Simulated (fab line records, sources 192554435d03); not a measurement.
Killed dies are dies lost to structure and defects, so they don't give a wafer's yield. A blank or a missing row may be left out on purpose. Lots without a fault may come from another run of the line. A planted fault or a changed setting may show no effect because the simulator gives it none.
Chamber matching | flow n5_finfet | N5_BEOL_M1_PRE_CLEAN_60 on cvd_co-01: 3 sister chambers
The step time 15 s. 3 wafers are shown with their chamber, then 9 later ones without.

WAFERS WITH THEIR CHAMBER
wafer  | chamber | heater_power_w (W)
L092.2 | 2       | 69
L092.4 | 0       | 77
L092.5 | 1       | 120

WAFERS WITHOUT THEIR CHAMBER
wafer  | heater_power_w (W)
L093.3 | 119
L093.5 | 118
L093.6 | 77
L095.1 | 76
L095.2 | 120
L095.3 | 71
L095.4 | 79
L095.5 | 120
L095.6 | 71

WHICH CHAMBER EACH WENT THROUGH
wafer  | from the rows above | in truth
L093.3 | 1                   | 1
L093.5 | 1                   | 1
L093.6 | 0                   | 0
L095.1 | 0                   | 0
L095.2 | 1                   | 1
L095.3 | 2                   | 2
L095.4 | 0                   | 0
L095.5 | 1                   | 1
L095.6 | 2                   | 2
Placed correctly: 9 of 9. Can't be placed from these rows: 0. Placed wrongly: 0.
How it was worked out, from the rows above alone: a wafer's distance from a chamber is the root of the sum, over the readings, of the square of ((its reading less the chamber's mean) divided by the reading's scatter). The wafer belongs to the nearest chamber; if the next one is less than 2 further off, it can't be placed. A chamber's mean is the mean of its shown wafers. The scatter: with one shown wafer a chamber, the root of the mean of the squares of how far each hidden wafer lies from its nearest shown one.
